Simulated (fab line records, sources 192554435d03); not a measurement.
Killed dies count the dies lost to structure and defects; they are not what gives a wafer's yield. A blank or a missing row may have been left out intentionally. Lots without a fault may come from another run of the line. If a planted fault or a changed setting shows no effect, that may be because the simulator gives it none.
Chamber matching :: flow n5 finfet :: N5_BEOL_M2_DESCUM_16 on rie diel-06 has 4 sister chambers
The step chemistry O2, time 7 s. 4 wafers are shown with their chamber, then 11 later ones without.

## WAFERS PAIRED WITH THEIR CHAMBERS
wafer: L086.5
chamber: 2
showerhead plenum p Torr (Torr): 2.00

wafer: L086.6
chamber: 3
showerhead plenum p Torr (Torr): 1.97

wafer: L088.5
chamber: 0
showerhead plenum p Torr (Torr): 2.10

wafer: L087.1
chamber: 1
showerhead plenum p Torr (Torr): 2.21

## WAFERS WITH NO CHAMBER GIVEN
wafer: L087.2
showerhead plenum p Torr (Torr): 1.97

wafer: L087.3
showerhead plenum p Torr (Torr): 2.09

wafer: L089.1
showerhead plenum p Torr (Torr): 2.09

wafer: L089.4
showerhead plenum p Torr (Torr): 2.21

wafer: L089.6
showerhead plenum p Torr (Torr): 1.97

wafer: L091.1
showerhead plenum p Torr (Torr): 2.00

wafer: L091.2
showerhead plenum p Torr (Torr): 2.09

wafer: L091.3
showerhead plenum p Torr (Torr): 2.21

wafer: L095.2
showerhead plenum p Torr (Torr): 1.99

wafer: L095.4
showerhead plenum p Torr (Torr): 2.09

wafer: L095.5
showerhead plenum p Torr (Torr): 2.21

## CHAMBER TAKEN BY EACH
wafer: L087.2
from the rows above: 3
in truth: 3

wafer: L087.3
from the rows above: 0
in truth: 0

wafer: L089.1
from the rows above: 0
in truth: 0

wafer: L089.4
from the rows above: 1
in truth: 1

wafer: L089.6
from the rows above: 3
in truth: 3

wafer: L091.1
from the rows above: 2
in truth: 2

wafer: L091.2
from the rows above: 0
in truth: 0

wafer: L091.3
from the rows above: 1
in truth: 1

wafer: L095.2
from the rows above: can't be placed: 2 or 3
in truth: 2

wafer: L095.4
from the rows above: 0
in truth: 0

wafer: L095.5
from the rows above: 1
in truth: 1
10 of 11 placed correctly. Not placeable from these rows: 1 (in 1, the candidates include the true chamber). Wrongly placed: 0.
How it was worked out, from the rows above alone: a wafer's distance from a chamber is the root of the sum, over the readings, of the square of ((its reading less the chamber's mean) divided by the reading's scatter). The wafer belongs to the nearest chamber; if the next one is less than 2 further off, it can't be placed. Each chamber's mean is taken over the wafers shown for it. The scatter: root of mean squared gap, hidden wafer to nearest shown wafer, with one shown wafer a chamber.
